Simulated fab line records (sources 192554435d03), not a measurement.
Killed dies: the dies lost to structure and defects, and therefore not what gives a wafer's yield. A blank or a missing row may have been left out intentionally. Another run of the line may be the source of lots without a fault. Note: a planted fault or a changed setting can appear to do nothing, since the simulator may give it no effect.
A lot that was struck, set against a sound lot + flow n5 finfet + 15 out of 1938 route steps
Sound: these wafers, L987.1, L987.2, L987.4. Wafers L998.3, L998.5, L998.6 were the ones struck. The cause is named last.
For every step that has rows: the tool of each side, followed by ch and its chambers, followed by its first start. Under that, the readings that differ: sound wafers + struck wafers + difference of the means + sigmas: that difference in standard deviations of wafers without a fault.
alike: words and numbers the same on both sides, and readings whose means are apart by under 2 such deviations; not compared: readings that were withheld, readings missing a value for some wafer, numbers with overlapping values and no deviation given by the record, and bounds like >300 which may hide the same value.
The two part at a step that has a row with sigmas, a row that says differs or no value, or rows on one side only. Numbers that don't overlap but have no deviation are shown without sigmas and don't part them. Lack of a reading on every wafer of one side parts them only where that side has two or more wafers.

N5_BEOL_M9_RS_MEAS_57: the measuring method here is four-point-probe.
  sound on film metro-02, day 9 16:26; struck on film metro-01, day 12 10:45
  alike: M9_RS
N5_BEOL_M9_INSPECT_58: inspects for defects (darkfield).
  sound on defect inspect-02, day 9 16:28; struck on defect inspect-01, day 12 10:46
  alike: raw defect count
N5_BEOL_M10_ILD_DEP_00: deposits SiCOH lowk from DEMS/porogen, target thk 308.51 nm, time 58 s.
  sound on pecvd-02 ch 0,1, day 9 16:30; struck on pecvd-01 ch 0,1, day 12 10:49
  alike: heater power w, showerhead plenum p Torr, throttle valve pct
N5_BEOL_M10_CURE_71: cures SiCOH lowk, time 240 s.
  sound on uv cure-03 ch 1, day 9 16:36; struck on uv cure-01 ch 0, day 12 11:03
| reading          | sound             | struck            | difference | sigmas |
|------------------|-------------------|-------------------|------------|--------|
| wafer_temp_C_max | 389.2 387.3 389.2 | 386.3 385.7 385.9 | -2.6       | -3     |
  alike: lamp power pct
N5_BEOL_M10_THK_MEAS_01:
  sound on film metro-02, day 9 17:36; struck on film metro-01, day 12 11:24
| reading          | sound       | struck      | difference | sigmas |
|------------------|-------------|-------------|------------|--------|
| M10_ILD_THK (nm) | 262 258 266 | 266 274 271 | +8         | +2     |
N5_BEOL_M10_PECVD_70: deposits SiO2 from TEOS/O2, target thk 20 nm, time 22.7 s.
  sound on pecvd-01 ch 1,2, day 9 17:38; struck on pecvd-02 ch 0,2, day 12 11:26
  alike: heater power w, showerhead plenum p Torr, throttle valve pct
N5_BEOL_M10_HM_DEP_02: deposits TiN, target thk 20 nm.
  sound on pvd sputter-01, day 9 19:28; struck on pvd sputter-01, day 12 11:47
  alike: throttle valve pct
then, 5 steps without rows for these wafers: N5_BEOL_M10_COAT_59 (time 60 s, resist thk 100 nm); N5_BEOL_M10_COAT_60 (time 60 s, resist thk 30 nm); N5_BEOL_M10_COAT_05 (resist thk 90 nm); N5_BEOL_M10_EBR_07; N5_BEOL_M10_SOFTBAKE_06 (time 60 s).
N5_BEOL_M10_EXPOSE_08: exposes mask M10.
  sound on arfi scanner-03 ch 0, day 9 19:50; struck on arfi scanner-02 ch 0, day 12 12:03
| reading              | sound             | struck            | difference | sigmas |
|----------------------|-------------------|-------------------|------------|--------|
| exposure dose mJ cm2 | 54.20 54.32 54.13 | 51.98 51.99 52.04 | -2.21      | -11    |
  alike: mask
then, 1 step without rows for these wafers: N5_BEOL_M10_PEB_09 (peb time 60 s).
-- a jump in the record: the struck wafers' starts before and after are 2 days apart (it breaks off in module BEOL_M10 and resumes in module PASSIVATION, where the first step shown is number 1936 of the route) --
N5_PASSIVATION_PROBE_49:
  record: rows for the struck wafers here (prober-01, day 14 15:33), none for the sound ones

## WHERE THEY PART
First at N5_BEOL_M10_CURE_71; last, within this record, at N5_PASSIVATION_PROBE_49.

WHY: what the simulator had put in
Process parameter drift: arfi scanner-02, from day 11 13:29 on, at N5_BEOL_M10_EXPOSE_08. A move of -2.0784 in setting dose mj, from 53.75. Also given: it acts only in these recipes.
